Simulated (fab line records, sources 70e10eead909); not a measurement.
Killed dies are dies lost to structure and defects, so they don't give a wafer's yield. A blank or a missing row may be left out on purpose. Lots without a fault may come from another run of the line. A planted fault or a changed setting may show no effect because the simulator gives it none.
Which tool did it? | flow nand_harc | 6 lots, 18 wafers sampled, at 5 steps of a route of 1159

WHAT THE GAUGES READ, wafer by wafer
NHARC_END_SORT_01.
lot  | measured     | on        | killed_at_array
L830 | day 28 01:59 | prober-01 | 29 674 32

WHICH TOOL RAN EACH LOT (tool, then ch and the chambers of the sampled wafers, then the start)
lot  | NHARC_A_CHANNEL_FILL_D1_RTA_24   | NHARC_A_STAIRCASE_STRIP_171          | NHARC_A_STAIRCASE_ETCH_17          | NHARC_A_STAIRCASE_TRIM_24
L814 | rtp_anneal-02 ch 0, day 13 11:23 | plasma_asher-01 ch 0,1, day 13 12:58 | rie_diel-11 ch 2,3, day 13 15:26   | rie_diel-04 ch 0,1, no start
L816 | rtp_anneal-01 ch 0, day 13 15:28 | plasma_asher-01 ch 0,1, day 13 17:13 | rie_diel-11 ch 2,3, day 13 19:40   | rie_diel-05 ch 1,3, no start
L822 | rtp_anneal-01 ch 0, day 13 21:26 | plasma_asher-01 ch 0,1, day 13 23:02 | rie_diel-11 ch 0,3, day 14 02:09   | rie_diel-05 ch 0,1,3, no start
L827 | rtp_anneal-01 ch 0, day 14 06:44 | plasma_asher-01 ch 0,1, day 14 08:44 | rie_diel-05 ch 0,2,3, day 14 12:00 | rie_diel-05 ch 0,1, no start
L830 | rtp_anneal-02 ch 0, day 14 19:32 | plasma_asher-01 ch 0,1, day 14 21:37 | rie_diel-11 ch 0,2,3, day 15 00:15 | rie_diel-04 ch 0,1,3, day 28 01:59 or earlier
L835 | rtp_anneal-01 ch 0, day 15 09:39 | plasma_asher-02 ch 1, day 15 12:58   | rie_diel-04 ch 0,1, day 15 15:13   | rie_diel-04 ch 0,2,3, no start
- NHARC_A_CHANNEL_FILL_D1_RTA_24: time 5 s.
- NHARC_A_STAIRCASE_STRIP_171: strips in O2.
- NHARC_A_STAIRCASE_ETCH_17: etches the open film in C4F8/O2, target depth 100 nm, time 40.5 s.
- NHARC_A_STAIRCASE_TRIM_24: chemistry O2, time 211.2 s.

THE ANSWER, worked out from the rows above alone
Rule: what is usual is taken from the lots themselves. Put in order of their means at a reading, lots are off if they are a third of the lots or fewer, leave a main group of 4 or more, and stand apart from it by a gap of 3 or more times the standard deviation of the main group's means; of several such gaps the widest counts. A main group whose means are all the same, to the digits that the tables above print for the reading, isn't used. A lot without any number at a reading at which 4 lots or more have one is off too. The other lots that the step has rows for count as sound.
No lot is off at any reading shown: from this, nothing can be told.

WHAT THE SIMULATOR HAD PUT IN
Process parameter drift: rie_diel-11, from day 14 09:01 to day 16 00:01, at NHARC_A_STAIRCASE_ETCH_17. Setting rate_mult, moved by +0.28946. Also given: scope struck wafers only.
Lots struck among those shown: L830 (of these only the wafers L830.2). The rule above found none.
